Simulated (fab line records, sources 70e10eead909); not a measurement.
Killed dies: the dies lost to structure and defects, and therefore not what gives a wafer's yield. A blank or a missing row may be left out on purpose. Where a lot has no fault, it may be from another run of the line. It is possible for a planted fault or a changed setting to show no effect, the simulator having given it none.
A lot that was struck, set against a sound lot    flow nandHarc    13 out of 1302 route steps
Sound: the wafers L451.1, L451.2, L451.5. The struck wafers were L438.2, L438.3, L438.5. The cause is given at the end.
Order at every step that has rows: each side's tool, ch and its chambers, its first start. Under that, the readings that differ: sound wafers    struck wafers    difference of the means    sigmas: that difference in standard deviations of wafers without a fault.
alike: words and numbers the same on both sides, and readings whose means are apart by under 2 such deviations; not compared: readings that were withheld, readings missing a value for some wafer, numbers with overlapping values and no deviation given by the record, and bounds like >300 which may hide the same value.
A row with sigmas, a row that says differs or no value, or rows on one side alone: a step with any of these is where the two part. When numbers do not overlap yet have no deviation, they are printed without sigmas and do not part them. A reading that every wafer of one side lacks parts them only if that side has two wafers or more.

first, 7 steps without rows for these wafers: NHARC_P_STI_SRD_35; NHARC_P_STI_ETCH_36 (etches SiO2 in dHF, target depth 38.8 nm); NHARC_P_STI_STRIP_24 (strips Si3N4 in H3PO4); NHARC_P_STI_ETCH_37 (etches SiO2 in dHF, target depth 11 nm); NHARC_P_STI_PRECLEAN_38 (cleans in SC1); NHARC_P_STI_SRD_39; NHARC_P_STI_OXIDE_40 (material SiO2, target thk 10 nm, ox time 1362 s).
NHARC_P_STI_INSPECT_25:
  struck on defectInspect-02, day 7 12:18; sound on defectInspect-02, day 12 18:56
  alike: rawDefectCount
then, 3 steps without rows for these wafers: NHARC_P_GATE_ETCH_69 (etches SiO2 in dHF, target depth 14 nm); NHARC_P_GATE_PRECLEAN_70 (cleans in SC1); NHARC_P_GATE_SRD_01.
NHARC_P_GATE_OXIDE_02: material SiO2, target thk 37.5 nm, ox time 365 s.
  sound on furnace-03 ch 0, day 12 22:17; struck on furnace-02, day 7 16:02
  no value came back on the struck wafers for oxTempC (C), oxTimeS (s), spikeTcBottomC (C), tubeCenterTempC (C); on the sound wafers oxTempC (C) reads 951.3 949.7 950.2
then, 1 step without rows for these wafers: NHARC_P_GATE_DEHYDRATE_03 (time 120 s).

## WHERE THEY PART
NHARC_P_GATE_OXIDE_02 only, going by this record.

WHY: whatever the simulator had introduced
Whole step skipped at NHARC_P_GATE_OXIDE_02 on furnace-02, starting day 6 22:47. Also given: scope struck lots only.
